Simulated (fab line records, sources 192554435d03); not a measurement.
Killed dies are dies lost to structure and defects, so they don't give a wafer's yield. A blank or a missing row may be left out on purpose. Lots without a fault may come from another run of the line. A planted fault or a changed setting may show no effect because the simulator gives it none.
A struck lot beside a sound one | flow n5_finfet | 44 steps out of a route of 1938
Sound: wafers L962.1, L962.2, L962.3. Struck: wafers L972.1, L972.3. The cause comes at the end.
At each step with rows: each side's tool, then ch and its chambers, then its first start. Under that, the readings that differ: sound wafers | struck wafers | difference of the means | sigmas: that difference in standard deviations of wafers without a fault.
alike: readings whose means differ by less than 2 such deviations, and words and numbers that are the same on both sides. not compared: withheld readings, readings that some wafer has no value for, bounds like >300 that may hide the same value, and numbers for which the record gives no deviation and whose values overlap.
The two part at a step that has a row with sigmas, a row that says differs or no value, or rows on one side only. Numbers that don't overlap but have no deviation are shown without sigmas and don't part them. A reading that every wafer of one side lacks parts them only if that side has two wafers or more.

first, 2 steps without rows for these wafers: N5_BEOL_M10_SPUTTER_48 (material Cu, target thk 12 nm, time 2 s); N5_BEOL_M10_ECD_50 (material Cu, target thk 318 nm).
N5_BEOL_M10_ANNEAL_51: time 90 s.
  sound on rtp_anneal-02 ch 0, day 12 14:40; struck on rtp_anneal-02 ch 0, day 15 07:54
  alike: wafer_temp_C_max
N5_BEOL_M10_CMP_52: polishes, stops on SiCOH lowk, t overpolish 7 s, target thk 140 nm.
  sound on cmp-03 ch 0,1,2, day 12 14:58; struck on cmp-04 ch 1,3, day 15 08:13
  alike: barrier_field_endpoint_s, head_pressure_psi, motor_current_A, overpolish_run_s, slurry_filter_dp_kPa, time_to_endpoint_s
N5_BEOL_M10_THK_MEAS_53: measures by xrf.
  sound on film_metro-02, day 12 15:15; struck on film_metro-02, day 15 08:31
  alike: M10_THK
then, 2 steps without rows for these wafers: N5_BEOL_M10_PRE_CLEAN_55 (time 15 s); N5_BEOL_M10_DEP_56 (deposits SiCN from 3MS/NH3, target thk 15 nm, time 26.5 s).
N5_BEOL_M10_RS_MEAS_57: measures by four-point-probe.
  sound on film_metro-02, day 12 15:23; struck on film_metro-01, day 15 08:38
  alike: M10_RS
N5_BEOL_M10_INSPECT_58: inspects for defects (darkfield).
  sound on defect_inspect-01, day 12 15:25; struck on defect_inspect-01, day 15 08:40
  alike: raw_defect_count
then, 2 steps without rows for these wafers: N5_BEOL_M11_ILD_DEP_00 (deposits SiCOH lowk from DEMS/porogen, target thk 308.51 nm, time 58 s); N5_BEOL_M11_CURE_71 (cures SiCOH lowk, time 240 s).
N5_BEOL_M11_THK_MEAS_01:
  sound on film_metro-02, day 12 16:04; struck on film_metro-02, day 15 09:18
  alike: M11_ILD_THK
N5_BEOL_M11_PECVD_70: deposits SiO2 from TEOS/O2, target thk 20 nm, time 22.7 s.
  sound on pecvd-02 ch 0,1,2, day 12 16:07; struck on pecvd-03 ch 0,1, day 15 09:20
  reading                                     | sound          | struck    | difference | sigmas
  model.SiO2_of_BEOL_M11_PECVD_70.thk_nm (nm) | 19.8 19.8 19.8 | 20.8 20.8 | +1.0       |
  alike: heater_power_outer_w, heater_power_w, showerhead_plenum_p_Torr, susceptor_temp_C, throttle_valve_pct
then, 9 steps without rows for these wafers: N5_BEOL_M11_HM_DEP_02 (deposits TiN, target thk 20 nm); N5_BEOL_M11_COAT_59 (time 60 s, resist thk 100 nm); N5_BEOL_M11_COAT_60 (time 60 s, resist thk 30 nm); N5_BEOL_M11_COAT_05 (resist thk 90 nm); N5_BEOL_M11_EBR_07; N5_BEOL_M11_SOFTBAKE_06 (time 60 s); N5_BEOL_M11_EXPOSE_08 (exposes mask M11); N5_BEOL_M11_PEB_09 (peb time 60 s); N5_BEOL_M11_DEVELOP_10 (develop time 30 s).
N5_BEOL_M11_CD_MEAS_11: target cd 64.1 nm.
  sound on cd_sem-03 ch 0, day 12 18:53; struck on cd_sem-01 ch 0, day 15 11:08
  alike: cd_nm
N5_BEOL_M11_OVL_MEAS_12:
  sound on overlay-02 ch 0, day 12 18:55; struck on overlay-02 ch 0, day 15 11:10
  reading      | sound       | struck   | difference | sigmas
  M11_OVL (nm) | 1.6 1.7 1.7 | -0.4 0.0 | -1.9       | -2
N5_BEOL_M11_INSPECT_13: inspects for defects (brightfield).
  sound on defect_inspect-01, day 12 18:56; struck on defect_inspect-02, day 15 11:11
  alike: raw_defect_count
N5_BEOL_M11_DESCUM_16: chemistry O2, time 7.9 s.
  sound on rie_diel-04 ch 1,2,3, day 12 18:58; struck on rie_diel-04 ch 0,1, day 15 11:13
  alike: drypump_motor_current_A, o2_flow_sccm, oes_product_au, rf_vpp_V, showerhead_plenum_p_Torr, throttle_valve_pct
  not compared: rf_hours_counter_h
then, 3 steps without rows for these wafers: N5_BEOL_M11_ETCH_61 (etches SiARC in CF4, target depth 39 nm, time 65 s); N5_BEOL_M11_ETCH_62 (etches SOC in N2/H2, target depth 110 nm, overetch 22 nm, time 165 s); N5_BEOL_M11_STRIP_68 (strips in N2/H2).
N5_BEOL_M11_STRIP_67: strips in CF4.
  sound on rie_diel-04 ch 1,2,3, day 12 19:12; struck on rie_diel-04 ch 0,1, day 15 11:27
  alike: drypump_motor_current_A, oes_product_au, rf_vpp_V, showerhead_plenum_p_Torr, throttle_valve_pct
  not compared: rf_hours_counter_h
then, 1 step without rows for these wafers: N5_BEOL_M11_HM_OPEN_17 (chemistry Cl2/BCl3, target TiN, target depth 20 nm, overetch 6 nm).
N5_BEOL_M11_STRIP_19: strips in O2.
  sound on rie_diel-04 ch 0,2,3, day 12 19:21; struck on rie_diel-01 ch 0,2, day 15 11:37
  alike: drypump_motor_current_A, o2_flow_sccm, oes_product_au, rf_vpp_V, showerhead_plenum_p_Torr, throttle_valve_pct
  not compared: rf_hours_counter_h
N5_BEOL_M11_CD_MEAS_18: pitch 140 nm, target cd 70 nm.
  sound on cd_sem-02, day 12 19:25; struck on cd_sem-02, day 15 11:40
  alike: cd_nm
then, 8 steps without rows for these wafers: N5_BEOL_M11_COAT_63 (time 60 s, resist thk 100 nm); N5_BEOL_M11_COAT_64 (time 60 s, resist thk 30 nm); N5_BEOL_M11_COAT_22 (resist thk 90 nm); N5_BEOL_M11_EBR_24; N5_BEOL_M11_SOFTBAKE_23 (time 60 s); N5_BEOL_M11_EXPOSE_25 (exposes mask V10); N5_BEOL_M11_PEB_26 (peb time 60 s); N5_BEOL_M11_DEVELOP_27 (develop time 30 s).
N5_BEOL_M11_CD_MEAS_28: target cd 70 nm.
  sound on cd_sem-01 ch 0, day 12 19:53; struck on cd_sem-02 ch 0, day 15 14:29
  alike: cd_nm
N5_BEOL_M11_HM_STRIP_39: strips TiN in peroxide tin strip, target depth 25 nm, time 158 s.
  sound on wet_bench-02 ch 0,6,7, day 12 20:50; struck on wet_bench-03 ch 0,5, day 15 15:06
  reading                                     | sound          | struck    | difference | sigmas
  model.SiO2_of_BEOL_M11_PECVD_70.thk_nm (nm) | 19.6 19.6 19.6 | 20.6 20.6 | +1.0       |
  alike: bath_heat_duty_pct
N5_PASSIVATION_PROBE_49:
  the record has rows for the struck wafers here (prober-01, day 17 11:54) and none for the sound ones

WHERE THEY PART
First at N5_BEOL_M11_OVL_MEAS_12; last, within this record, at N5_PASSIVATION_PROBE_49.

WHY: what the simulator had put in
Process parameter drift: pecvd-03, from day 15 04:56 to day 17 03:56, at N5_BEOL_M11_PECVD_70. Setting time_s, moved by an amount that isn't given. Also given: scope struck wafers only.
